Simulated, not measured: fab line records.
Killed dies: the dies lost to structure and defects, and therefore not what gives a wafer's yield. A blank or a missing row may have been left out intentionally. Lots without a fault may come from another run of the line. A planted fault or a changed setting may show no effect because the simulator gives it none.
fab line records -- flow nand-harc -- part 1 of 2: steps 1 to 24 of 31
record lots=5, wafers=15, last-day=34
route steps=1302 shown A_CONTACT@1063
lots with no fault: from the same line, run without faults
start-h: start of the lot's first displayed wafer, in hours after the record's first day -- wait-h: hours since the lot's step before -- " unchanged from the row above -- L1.1+2: a row that stands for several wafers -- - no value present, or no start provided -- * or withheld: withheld -- < > ~ a bound
route shown NAME@n: names a module that has steps shown in the file, with the first one's number in the route -- usual: average and standard deviation across the fault-free wafers -- same: alike in all rows -- chamber/n: place in a boat -- sites: per-site readings -- _std_site: the standard deviation of these -- _edge_site: the outer-site mean with the inner-site mean subtracted -- radius-mm: for every site, how far away it sits from the centre of the wafer -- mask NAME#n: copy n -- behind: the tool/chamber that last shaped the wafer -- hold: the reason the lot was held/the length of the hold in hours/how it ended -- device: names the non-switching transistor (n, p or np) -- end of line: tests run on the same wafers once the route is complete -- a step with no rows: only its recipe -- killed: dies lost to structure and defects at the first sort, not the wafer's yield -- map: per-die view of a wafer (x killed, . not killed, _ where there is no die)
set.NAME: the setting that was run; set.NAME@STEP: the one run at that earlier step -- model.NAME: the simulator's own value behind a step, which no gauge read
lots at selected steps of the route; one table per step, one row per wafer
services: from which hour (start-h, from the record's first day; less than 0 if before it) a tool's chamber was out of use, for how many hours, and why
## steps
# step NHARC_A_CONTACT_ETCH_106
# recipe target-depth-a=900, overetch-a=90, time-s=49.5, ion-energy-ev=100, cf4-flow-sccm=80, o2-flow-sccm=20, ar-flow-sccm=0, rf-w=300, bias-w=100, chemistry=CF4/O2
# usual drypump-motor-current-A=5.8/0.41, oes-product-au=0.998/0.013, rf-vpp-V=198.1/1.4, showerhead-plenum-p-Torr=1.35/0.059, throttle-valve-pct=13.398/0.0085
lot.wafer,tool,chamber,start-h,wait-h,drypump-motor-current-A,oes-product-au,rf-hours-counter-h,rf-vpp-V,showerhead-plenum-p-Torr,throttle-valve-pct
L076.1,rie-diel-02,1,523.94,0.8,5.2,1.011,16,197.2,1.33,13.400
L076.2,rie-diel-02,3,523.94,0.8,5.5,1.016,25,199.4,1.40,13.403
L076.6,rie-diel-02,1,523.94,0.8,5.2,1.010,-,198.5,1.33,13.373
L089.3,rie-diel-13,2,679.70,0.1,6.5,1.006,53,198.7,1.31,13.392
L089.4,rie-diel-13,0,679.70,0.1,6.3,1.012,44,197.6,1.35,13.400
L089.2,rie-diel-13,1,679.70,0.1,6.4,0.978,50,200.8,1.42,13.387
L090.2,rie-diel-03,1,681.99,0.1,6.2,0.982,13,199.0,1.43,13.395
L090.4,rie-diel-03,0,681.99,0.1,6.2,1.016,12,196.8,1.28,13.405
L090.6,rie-diel-03,2,681.99,0.1,6.0,0.999,-,196.6,1.25,13.390
L093.3,rie-diel-02,1,705.03,0.1,5.2,1.020,20,197.1,1.32,13.383
L093.1,rie-diel-02,3,705.03,0.1,5.5,1.008,18,199.8,1.39,13.402
L093.4,rie-diel-02,0,705.03,0.1,5.5,0.978,19,198.3,1.37,13.381
L095.2,rie-diel-02,3,730.88,0.1,5.5,1.000,21,199.0,1.39,13.398
L095.3,rie-diel-02,1,730.88,0.1,5.2,1.000,24,197.8,1.32,13.398
L095.5,rie-diel-02,2,730.88,0.1,5.9,0.979,-,196.9,1.27,13.397
# step NHARC_A_CONTACT_STRIP_82
# recipe o2-flow-sccm=500, ar-flow-sccm=0, bias-w=0, chemistry=O2
# usual drypump-motor-current-A=5.8/0.41, oes-product-au=0.997/0.014, rf-vpp-V=57.9/0.8, showerhead-plenum-p-Torr=3.58/0.15, throttle-valve-pct=17.036/0.0093
lot.wafer,tool,chamber,start-h,wait-h,drypump-motor-current-A,oes-product-au,rf-hours-counter-h,rf-vpp-V,showerhead-plenum-p-Torr,throttle-valve-pct
L076.1,rie-diel-02,2,-,-,5.9,0.987,24,57.8,3.38,17.038
L076.2,rie-diel-02,3,-,-,5.6,1.018,25,58.0,3.69,17.042
L076.6,rie-diel-02,0,-,-,5.6,0.979,-,57.6,3.63,17.042
L089.4,rie-diel-13,2,-,-,6.5,1.019,53,56.9,3.46,17.019
L089.3,rie-diel-13,0,-,-,6.3,1.023,44,58.0,3.57,17.039
L089.2,rie-diel-13,1,-,-,6.4,0.980,50,57.4,3.75,17.020
L090.2,rie-diel-03,1,-,-,6.2,0.976,13,58.4,3.77,17.043
L090.4,rie-diel-03,2,-,-,6.0,0.992,12,58.8,3.32,17.049
L090.6,rie-diel-03,2,-,-,6.0,0.983,-,58.2,3.32,17.045
L093.4,rie-diel-02,2,-,-,5.9,0.971,19,58.0,3.37,17.039
L093.3,rie-diel-02,3,-,-,5.5,0.999,18,57.9,3.67,17.032
L093.1,rie-diel-02,0,-,-,5.5,0.978,19,57.8,3.61,17.032
L095.2,rie-diel-02,2,-,-,5.9,0.986,23,57.5,3.36,17.045
L095.3,rie-diel-02,1,-,-,5.3,1.002,24,58.0,3.50,17.036
L095.5,rie-diel-02,3,-,-,5.5,1.001,-,57.0,3.67,17.032
# step NHARC_A_CONTACT_STRIP_83
# recipe time-s=600, temp-c=30, chemistry=post-etch-residue-remover
lot.wafer,tool,chamber,start-h,wait-h
L076.6+1+2,wet-bench-05,"4,7,0",524.33,-
L089.3+4+2,wet-bench-05,"0,1,2",680.12,-
L090.6+4+2,wet-bench-01,"1,4,6",682.38,-
L093.3+1+4,wet-bench-01,"1,2,6",705.42,-
L095.5+3+2,wet-bench-06,"4,5,0",731.26,-
# step NHARC_A_CONTACT_DEP_84
# recipe target-thk-a=28000, temp-c=400, material=aC
# usual throttle-valve-pct=35.000/0.0087
lot.wafer,tool,chamber,start-h,wait-h,throttle-valve-pct
L076.1,acl-dep-01,0,524.60,-,35.011
L076.2,acl-dep-01,0,524.60,-,35.006
L076.6,acl-dep-01,0,526.05,-,35.002
L089.2,acl-dep-03,0,683.61,-,34.992
L089.3,acl-dep-03,0,683.61,-,35.004
L089.4,acl-dep-03,0,683.61,-,35.004
L090.2,acl-dep-01,0,685.01,-,34.990
L090.4,acl-dep-01,0,685.01,-,35.004
L090.6,acl-dep-01,0,685.01,-,34.991
L093.1,acl-dep-01,0,705.81,-,34.994
L093.3,acl-dep-01,0,705.81,-,34.991
L093.4,acl-dep-01,0,705.81,-,35.007
L095.2,acl-dep-01,0,731.81,-,35.004
L095.3,acl-dep-01,0,731.81,-,35.005
L095.5,acl-dep-01,0,731.81,-,35.011
# step NHARC_A_CONTACT_DEP_85
# recipe target-thk-a=600, target-thk-nm=60, temp-c=400, pressure-torr=3.5, flow-sccm=200, rf-w=350, material=SiON
# usual heater-power-w=739/110
lot.wafer,tool,chamber,start-h,wait-h,heater-power-w
L076.2,pecvd-02,0,526.36,1.2,866
L076.1,pecvd-02,1,526.36,1.2,732
L076.6,pecvd-02,1,526.36,1.2,727
L089.2,pecvd-02,1,685.29,1.4,728
L089.3,pecvd-02,0,685.29,1.4,843
L089.4,pecvd-02,0,685.29,1.4,837
L090.2,pecvd-02,2,686.51,1.2,764
L090.6,pecvd-02,2,686.51,1.2,750
L090.4,pecvd-02,0,686.51,1.2,998
L093.3,pecvd-04,0,707.59,0.9,743
L093.1,pecvd-04,1,707.59,0.9,630
L093.4,pecvd-04,2,707.59,0.9,767
L095.3,pecvd-02,1,733.28,0.9,791
L095.2,pecvd-02,2,733.28,0.9,781
L095.5,pecvd-02,2,733.28,0.9,786
# step NHARC_A_CONTACT_DEHYDRATE_00
# recipe temp-c=150, time-s=120
lot.wafer,tool,chamber,start-h,wait-h
L076.1+2+6,litho-track-04,0,526.66,0.2
L089.2+3+4,litho-track-06,0,685.56,0.2
L090.2+4+6,litho-track-06,0,686.76,0.2
L093.1+3+4,litho-track-04,0,707.83,0.2
L095.2+3+5,litho-track-01,0,733.52,0.2
# step NHARC_A_CONTACT_HMDS_01
# recipe time-s=30
lot.wafer,tool,chamber,start-h,wait-h
L076.1+2+6,litho-track-04,0,-,-
L089.2+3+4,litho-track-06,0,-,-
L090.2+4+6,litho-track-06,0,-,-
L093.1+3+4,litho-track-04,0,-,-
L095.2+3+5,litho-track-01,0,-,-
# step NHARC_A_CONTACT_COAT_86
# recipe temp-c=260, time-s=75
lot.wafer,tool,chamber,start-h,wait-h
L076.1+2+6,litho-track-04,0,-,-
L089.2+3+4,litho-track-06,0,-,-
L090.2+4+6,litho-track-06,0,-,-
L093.1+3+4,litho-track-04,0,-,-
L095.2+3+5,litho-track-01,0,-,-
# step NHARC_A_CONTACT_COAT_87
# recipe temp-c=225, time-s=65
lot.wafer,tool,chamber,start-h,wait-h
L076.1+2+6,litho-track-04,0,-,-
L089.2+3+4,litho-track-06,0,-,-
L090.2+4+6,litho-track-06,0,-,-
L093.1+3+4,litho-track-04,0,-,-
L095.2+3+5,litho-track-01,0,-,-
# step NHARC_A_CONTACT_COAT_02
# recipe spin-rpm=1500, resist-thk-nm=90
lot.wafer,tool,chamber,start-h,wait-h
L076.1+2+6,litho-track-04,0,-,-
L089.2+3+4,litho-track-06,0,-,-
L090.2+4+6,litho-track-06,0,-,-
L093.1+3+4,litho-track-04,0,-,-
L095.2+3+5,litho-track-01,0,-,-
# step NHARC_A_CONTACT_SOFTBAKE_03
# recipe temp-c=105, time-s=55
lot.wafer,tool,chamber,start-h,wait-h
L076.1+2+6,litho-track-04,0,-,-
L089.2+3+4,litho-track-06,0,-,-
L090.2+4+6,litho-track-06,0,-,-
L093.1+3+4,litho-track-04,0,-,-
L095.2+3+5,litho-track-01,0,-,-
# step NHARC_A_CONTACT_EBR_04
lot.wafer,tool,chamber,start-h,wait-h
L076.1+2+6,litho-track-04,0,-,-
L089.2+3+4,litho-track-06,0,-,-
L090.2+4+6,litho-track-06,0,-,-
L093.1+3+4,litho-track-04,0,-,-
L095.2+3+5,litho-track-01,0,-,-
# step NHARC_A_CONTACT_EXPOSE_05
# recipe na=1.35, sigma-outer=0.8, dose-mj=84.24, mask-id=A_CC
# usual reticle-temp-C=22.99/0.097
# same na=1.35, sigma-outer=0.8
lot.wafer,tool,chamber,start-h,wait-h,mask,reticle-temp-C
L076.1,arfi-scanner-03,0,526.84,-,A_CC#0,23.03
L076.2,arfi-scanner-03,0,526.84,-,A_CC#0,22.91
L076.6,arfi-scanner-03,0,526.84,-,A_CC#0,22.95
L089.2,arfi-scanner-03,0,685.75,-,A_CC#0,22.76
L089.3,arfi-scanner-03,0,685.75,-,A_CC#0,22.93
L089.4,arfi-scanner-03,0,685.75,-,A_CC#0,22.77
L090.2,arfi-scanner-03,0,686.94,-,A_CC#0,22.96
L090.4,arfi-scanner-03,0,686.94,-,A_CC#0,22.95
L090.6,arfi-scanner-03,0,686.94,-,A_CC#0,22.92
L093.1,arfi-scanner-02,0,708.14,-,A_CC#0,22.92
L093.3,arfi-scanner-02,0,708.14,-,A_CC#0,23.01
L093.4,arfi-scanner-02,0,708.14,-,A_CC#0,22.89
L095.2,arfi-scanner-03,0,733.84,-,A_CC#0,23.03
L095.3,arfi-scanner-03,0,733.84,-,A_CC#0,22.96
L095.5,arfi-scanner-03,0,733.84,-,A_CC#0,23.07
# step NHARC_A_CONTACT_PEB_06
# recipe peb-temp-c=100, peb-time-s=65
lot.wafer,tool,chamber,start-h,wait-h
L076.1+2+6,litho-track-01,0,526.90,0.1
L089.2+3+4,litho-track-04,0,685.80,0.1
L090.2+4+6,litho-track-04,0,687.00,0.1
L093.1+3+4,litho-track-01,0,708.20,0.1
L095.2+3+5,litho-track-06,0,733.89,0.1
# step NHARC_A_CONTACT_DEVELOP_07
# recipe develop-time-s=35, dev-temp-c=23
lot.wafer,tool,chamber,start-h,wait-h
L076.1+2+6,litho-track-01,0,-,-
L089.2+3+4,litho-track-04,0,-,-
L090.2+4+6,litho-track-04,0,-,-
L093.1+3+4,litho-track-01,0,-,-
L095.2+3+5,litho-track-06,0,-,-
# step NHARC_A_CONTACT_CD_MEAS_08
# recipe target-cd-nm=200, landing-energy-ev=500
# usual cd-nm=199.8/0.64
lot.wafer,tool,chamber,start-h,wait-h,cd-nm
L076.1,cd-sem-01,0,526.98,-,199.6
L076.2,cd-sem-01,0,526.98,-,200.6
L076.6,cd-sem-01,0,526.98,-,200.5
L089.2,cd-sem-02,0,685.89,-,198.8
L089.3,cd-sem-02,0,685.89,-,199.7
L089.4,cd-sem-02,0,685.89,-,199.2
L090.2,cd-sem-01,0,687.08,-,199.4
L090.4,cd-sem-01,0,687.08,-,200.1
L090.6,cd-sem-01,0,687.08,-,199.4
L093.1,cd-sem-03,0,708.28,-,200.6
L093.3,cd-sem-03,0,708.28,-,199.8
L093.4,cd-sem-03,0,708.28,-,200.7
L095.2,cd-sem-02,0,733.97,-,200.0
L095.3,cd-sem-02,0,733.97,-,199.7
L095.5,cd-sem-02,0,733.97,-,200.3
# step NHARC_A_CONTACT_OVL_MEAS_09
# usual overlay-x-nm=0.1/0.69, overlay-y-nm=-0.1/0.7
lot.wafer,tool,chamber,start-h,wait-h,overlay-x-nm,overlay-y-nm
L076.1,overlay-02,-,527.07,-,0.7,-0.7
L076.2,overlay-02,-,527.07,-,1.4,-0.5
L076.6,overlay-02,-,527.07,-,1.2,-0.9
L089.2,overlay-01,-,685.97,-,0.8,0.0
L089.3,overlay-01,-,685.97,-,1.2,0.0
L089.4,overlay-01,-,685.97,-,1.0,0.5
L090.2,overlay-02,-,687.17,-,-0.7,-0.4
L090.4,overlay-02,-,687.17,-,0.3,-0.4
L090.6,overlay-02,-,687.17,-,0.4,-0.7
L093.1,overlay-01,-,708.37,-,0.9,0.3
L093.3,overlay-01,-,708.37,-,0.2,0.2
L093.4,overlay-01,-,708.37,-,-0.3,0.6
L095.2,overlay-02,-,734.06,-,-1.4,-0.2
L095.3,overlay-02,-,734.06,-,-1.3,0.0
L095.5,overlay-02,-,734.06,-,-1.2,-0.3
# step NHARC_A_CONTACT_INSPECT_10
# usual raw-defect-count=91/49
lot.wafer,tool,chamber,start-h,wait-h,raw-defect-count
L076.1,defect-inspect-02,-,527.10,0.0,65
L076.2,defect-inspect-02,-,527.10,0.0,64
L076.6,defect-inspect-02,-,527.10,0.0,67
L089.2,defect-inspect-01,-,686.01,0.0,103
L089.3,defect-inspect-01,-,686.01,0.0,120
L089.4,defect-inspect-01,-,686.01,0.0,87
L090.2,defect-inspect-01,-,687.21,0.0,89
L090.4,defect-inspect-01,-,687.21,0.0,74
L090.6,defect-inspect-01,-,687.21,0.0,79
L093.1,defect-inspect-02,-,708.41,0.0,156
L093.3,defect-inspect-02,-,708.41,0.0,137
L093.4,defect-inspect-02,-,708.41,0.0,160
L095.2,defect-inspect-02,-,734.09,0.0,52
L095.3,defect-inspect-02,-,734.09,0.0,42
L095.5,defect-inspect-02,-,734.09,0.0,43
# step NHARC_A_CONTACT_DESCUM_13
# recipe time-s=3, o2-flow-sccm=200, ar-flow-sccm=0, bias-power-w=0, chemistry=O2
# usual drypump-motor-current-A=5.8/0.39, oes-product-au=0.998/0.013, rf-vpp-V=57.8/0.93, showerhead-plenum-p-Torr=1.93/0.089, throttle-valve-pct=11.312/0.0088
lot.wafer,tool,chamber,start-h,wait-h,drypump-motor-current-A,oes-product-au,rf-hours-counter-h,rf-vpp-V,showerhead-plenum-p-Torr,throttle-valve-pct
L076.1,rie-diel-02,1,527.17,0.1,5.2,1.009,16,57.2,1.91,11.303
L076.2,rie-diel-02,2,527.17,0.1,5.9,1.009,25,57.9,1.83,11.306
L076.6,rie-diel-02,2,527.17,0.1,5.9,1.001,-,57.8,1.83,11.302
L089.2,rie-diel-02,0,686.07,0.1,5.5,0.972,15,57.1,1.96,11.314
L089.4,rie-diel-02,1,686.07,0.1,5.2,1.003,17,58.1,1.90,11.300
L089.3,rie-diel-02,2,686.07,0.1,5.9,0.978,16,57.3,1.82,11.302
L090.4,rie-diel-13,3,687.27,0.1,5.5,1.005,60,57.9,2.06,11.305
L090.2,rie-diel-13,0,687.27,0.1,6.3,1.019,46,56.6,1.94,11.333
L090.6,rie-diel-13,0,687.27,0.1,6.3,1.026,-,58.3,1.94,11.308
L093.3,rie-diel-03,2,708.51,0.1,6.0,0.996,22,57.6,1.79,11.309
L093.1,rie-diel-03,3,708.51,0.1,5.9,0.999,20,58.9,1.99,11.317
L093.4,rie-diel-03,0,708.51,0.1,6.2,1.003,23,56.6,1.83,11.305
L095.2,rie-diel-02,0,734.16,0.1,5.5,0.965,23,58.1,1.96,11.309
L095.3,rie-diel-02,1,734.16,0.1,5.2,0.994,24,58.2,1.90,11.301
L095.5,rie-diel-02,1,734.16,0.1,5.2,0.999,-,56.6,1.90,11.324
# step NHARC_A_CONTACT_ETCH_88
# recipe target-depth-a=390, over-etch-frac=0.3, time-s=65, ion-energy-ev=80, cf4-flow-sccm=150, ar-flow-sccm=0, rf-w=300, bias-w=100, chemistry=CF4
# usual drypump-motor-current-A=5.9/0.39, oes-product-au=0.998/0.013, rf-vpp-V=151.5/1.2, showerhead-plenum-p-Torr=1.79/0.076, throttle-valve-pct=13.284/0.0082
lot.wafer,tool,chamber,start-h,wait-h,drypump-motor-current-A,oes-product-au,rf-hours-counter-h,rf-vpp-V,showerhead-plenum-p-Torr,throttle-valve-pct
L076.1,rie-diel-02,2,527.25,0.1,5.9,0.992,25,152.0,1.69,13.287
L076.2,rie-diel-02,3,527.25,0.1,5.5,1.021,25,152.0,1.85,13.278
L076.6,rie-diel-02,2,527.25,0.1,5.9,1.002,-,151.5,1.69,13.286
L089.4,rie-diel-02,3,686.16,0.1,5.5,0.999,14,152.8,1.84,13.273
L089.2,rie-diel-02,0,686.16,0.1,5.5,0.975,15,152.6,1.81,13.269
L089.3,rie-diel-02,1,686.16,0.1,5.2,1.012,17,151.3,1.76,13.281
L090.2,rie-diel-13,3,687.35,0.1,5.6,0.993,60,152.1,1.89,13.275
L090.4,rie-diel-13,2,687.35,0.1,6.5,1.007,56,153.1,1.73,13.278
L090.6,rie-diel-13,3,687.35,0.1,5.6,0.987,-,153.3,1.89,13.280
L093.3,rie-diel-03,1,708.73,0.2,6.2,0.980,25,152.7,1.89,13.288
L093.1,rie-diel-03,2,708.73,0.2,6.0,0.989,22,148.9,1.66,13.277
L093.4,rie-diel-03,0,708.73,0.2,6.1,1.010,23,150.5,1.70,13.275
L095.3,rie-diel-02,3,734.24,0.1,5.6,1.000,21,152.3,1.84,13.286
L095.2,rie-diel-02,2,734.24,0.1,5.9,0.985,23,150.2,1.69,13.285
L095.5,rie-diel-02,0,734.24,0.1,5.5,0.977,-,151.9,1.81,13.286
# step NHARC_A_CONTACT_ETCH_89
# recipe target-depth-a=2600, over-etch-frac=0.3, time-s=475.3, ion-energy-ev=200, n2-flow-sccm=150, h2-flow-sccm=150, ar-flow-sccm=0, rf-w=400, bias-w=150, chemistry=N2/H2
# usual drypump-motor-current-A=5.9/0.38, oes-product-au=0.998/0.013, rf-vpp-V=431.2/3, showerhead-plenum-p-Torr=2.07/0.099, throttle-valve-pct=14.171/0.0092
lot.wafer,tool,chamber,start-h,wait-h,drypump-motor-current-A,oes-product-au,rf-hours-counter-h,rf-vpp-V,showerhead-plenum-p-Torr,throttle-valve-pct
L076.1,rie-diel-02,0,-,-,5.5,0.990,24,432.1,2.10,14.181
L076.2,rie-diel-02,1,-,-,5.2,1.006,16,430.4,2.03,14.180
L076.6,rie-diel-02,3,-,-,5.6,1.008,-,433.0,2.14,14.166
L089.3,rie-diel-02,3,-,-,5.5,0.999,14,433.0,2.13,14.183
L089.2,rie-diel-02,0,-,-,5.5,0.982,15,431.8,2.10,14.181
L089.4,rie-diel-02,1,-,-,5.2,1.003,17,430.8,2.02,14.160
L090.2,rie-diel-13,1,-,-,6.4,0.989,52,435.5,2.18,14.147
L090.4,rie-diel-13,2,-,-,6.4,1.010,56,428.6,2.00,14.187
L090.6,rie-diel-13,2,-,-,6.5,1.023,-,429.5,2.00,14.186
L093.1,rie-diel-03,1,-,-,6.2,0.986,25,435.5,2.19,14.171
L093.3,rie-diel-03,2,-,-,6.0,0.988,23,425.3,1.91,14.176
L093.4,rie-diel-03,0,-,-,6.1,1.017,23,426.3,1.95,14.177
L095.3,rie-diel-02,0,-,-,5.5,0.983,23,432.1,2.09,14.165
L095.2,rie-diel-02,3,-,-,5.5,1.002,21,432.3,2.13,14.167
L095.5,rie-diel-02,1,-,-,5.2,1.010,-,430.8,2.02,14.161
# step NHARC_A_CONTACT_ETCH_30
# recipe target-depth-a=726, time-s=36.3, cf4-flow-sccm=100, chf3-flow-sccm=30, ar-flow-sccm=0, rf-w=500, bias-w=200, chemistry=CF4/CHF3
# usual chf3-flow-sccm=29.99/0.089, drypump-motor-current-A=5.8/0.38, oes-product-au=0.934/0.021, rf-vpp-V=371.2/2.5, showerhead-plenum-p-Torr=1.59/0.07, throttle-valve-pct=16.802/0.0088
lot.wafer,tool,chamber,start-h,wait-h,chf3-flow-sccm,drypump-motor-current-A,oes-product-au,rf-hours-counter-h,rf-vpp-V,showerhead-plenum-p-Torr,throttle-valve-pct
L076.2,rie-diel-02,3,-,-,30.17,5.5,0.948,25,373.3,1.64,16.808
L076.1,rie-diel-02,0,-,-,30.07,5.5,0.913,24,370.1,1.62,16.822
L076.6,rie-diel-02,3,-,-,30.11,5.5,0.939,-,372.6,1.64,16.812
L089.2,rie-diel-02,1,-,-,30.08,5.2,0.933,17,370.6,1.56,16.800
L089.3,rie-diel-02,2,-,-,29.98,5.9,0.922,16,369.2,1.50,16.796
L089.4,rie-diel-02,0,-,-,30.23,5.5,0.905,15,371.7,1.61,16.794
L090.4,rie-diel-13,3,-,-,29.97,5.6,0.932,60,373.4,1.68,16.799
L090.2,rie-diel-13,1,-,-,29.93,6.4,0.916,52,374.9,1.67,16.811
L090.6,rie-diel-13,0,-,-,30.03,6.3,0.941,-,370.3,1.59,16.796
L093.1,rie-diel-03,1,-,-,29.96,6.2,0.909,26,374.9,1.68,16.796
L093.4,rie-diel-03,2,-,-,30.04,6.0,0.920,23,367.1,1.48,16.812
L093.3,rie-diel-03,3,-,-,29.95,5.9,0.931,21,371.8,1.63,16.796
L095.2,rie-diel-02,1,-,-,29.93,5.2,0.927,25,369.9,1.56,16.818
L095.3,rie-diel-02,3,-,-,30.08,5.6,0.928,21,374.0,1.64,16.813
L095.5,rie-diel-02,1,-,-,30.00,5.2,0.930,-,371.2,1.56,16.804
# step NHARC_A_CONTACT_ETCH_31
# recipe target-depth-a=28000, over-etch-frac=0.3, time-s=728, ion-energy-ev=150, o2-flow-sccm=400, cos-flow-sccm=20, ar-flow-sccm=0, rf-w=500, bias-w=300, chemistry=O2/COS
# usual drypump-motor-current-A=5.9/0.38, oes-product-au=0.998/0.013, rf-vpp-V=314.6/2.2, showerhead-plenum-p-Torr=3.16/0.14, throttle-valve-pct=28.331/0.0088
lot.wafer,tool,chamber,start-h,wait-h,drypump-motor-current-A,oes-product-au,rf-hours-counter-h,rf-vpp-V,showerhead-plenum-p-Torr,throttle-valve-pct
L076.1,rie-diel-02,0,-,-,5.5,0.984,24,314.2,3.21,28.326
L076.2,rie-diel-02,2,-,-,5.8,1.011,25,312.4,2.99,28.337
L076.6,rie-diel-02,0,-,-,5.5,0.988,-,314.8,3.21,28.327
L089.2,rie-diel-02,2,-,-,5.9,0.993,16,311.4,2.98,28.342
L089.4,rie-diel-02,3,-,-,5.6,0.995,14,315.6,3.25,28.331
L089.3,rie-diel-02,1,-,-,5.2,0.994,17,314.2,3.10,28.337
L090.2,rie-diel-13,3,-,-,5.6,1.000,60,316.2,3.34,28.355
L090.4,rie-diel-13,0,-,-,6.3,1.012,46,314.2,3.16,28.328
L090.6,rie-diel-13,3,-,-,5.6,1.007,-,317.7,3.34,28.335
L093.1,rie-diel-03,1,-,-,6.2,0.978,26,316.2,3.33,28.329
L093.4,rie-diel-03,3,-,-,5.9,0.999,21,316.6,3.23,28.323
L093.3,rie-diel-03,0,-,-,6.2,1.001,24,311.6,3.00,28.329
L095.2,rie-diel-02,3,-,-,5.6,1.014,21,314.9,3.25,28.322
L095.3,rie-diel-02,2,-,-,5.9,0.992,24,312.1,2.97,28.336
L095.5,rie-diel-02,0,-,-,5.5,0.989,-,315.3,3.20,28.347
# step NHARC_A_CONTACT_ETCH_134
# recipe source-w=withheld, pressure-mtorr=20, bias-v=withheld, time-s=140, target-depth-a=7000, ar-flow-sccm=withheld, c4f8-flow-sccm=withheld, o2-flow-sccm=withheld, chemistry=C4F8/O2/Ar
lot.wafer,tool,chamber,start-h,wait-h,rf-hours-counter-h
L076.2,har-cap-etch-02,0,528.33,-,97
L076.1,har-cap-etch-02,1,528.33,-,97
L076.6,har-cap-etch-02,1,528.33,-,-
L089.2,har-cap-etch-01,1,687.19,-,27
L089.3,har-cap-etch-01,1,687.19,-,-
L089.4,har-cap-etch-01,0,687.19,-,-
L090.2,har-cap-etch-03,0,688.39,-,74
L090.4,har-cap-etch-03,0,688.39,-,-
L090.6,har-cap-etch-03,1,688.39,-,-
L093.1,har-cap-etch-01,0,710.12,-,32
L093.4,har-cap-etch-01,0,710.12,-,-
L093.3,har-cap-etch-01,1,710.12,-,-
L095.2,har-cap-etch-01,0,735.31,-,37
L095.3,har-cap-etch-01,1,735.31,-,-
L095.5,har-cap-etch-01,1,735.31,-,-
